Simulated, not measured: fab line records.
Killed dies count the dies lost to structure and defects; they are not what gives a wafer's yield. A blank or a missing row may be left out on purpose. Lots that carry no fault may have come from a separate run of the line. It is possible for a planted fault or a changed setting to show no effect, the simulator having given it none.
Matching of chambers	flow n5-finfet	N5_BEOL_M0_SAQP_PECVD_04 on pecvd-04 has 3 sister chambers
The step deposits a-Si from SiH4/He, target thk 60 nm, time 60.2 s. 3 wafers are shown with their chamber, then 11 later ones without.

## WAFERS PAIRED WITH THEIR CHAMBERS
wafer	chamber	showerhead-plenum-p-Torr (Torr)
L083.1	1	5.68
L083.5	0	5.48
L085.2	2	5.66

## WAFERS WITH NO CHAMBER GIVEN
wafer	showerhead-plenum-p-Torr (Torr)
L085.5	5.67
L085.6	5.66
L090.1	5.68
L090.4	5.48
L090.5	5.48
L091.1	5.48
L091.4	5.48
L091.5	5.67
L093.1	5.65
L093.4	5.48
L093.6	5.47

## CHAMBER TAKEN BY EACH
wafer	from the rows above	in truth
L085.5	can't be placed: 1 or 2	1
L085.6	2	2
L090.1	1	1
L090.4	0	0
L090.5	0	0
L091.1	0	0
L091.4	0	0
L091.5	can't be placed: 1 or 2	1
L093.1	2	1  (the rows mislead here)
L093.4	0	0
L093.6	0	0
Correct placement for 8 of the 11. Not placeable from these rows: 2 (in 2, the candidates include the true chamber). 1 placed wrongly.
How it was worked out, from the rows above alone: a wafer's distance from a chamber is the root of the sum, over the readings, of the square of ((its reading less the chamber's mean) divided by the reading's scatter). The wafer belongs to the nearest chamber; if the next one is less than 2 further off, it can't be placed. Each chamber's mean is taken over the wafers shown for it. The scatter (one wafer shown for each chamber): square how far every hidden wafer sits from the nearest shown wafer, average those squares and take the square root.
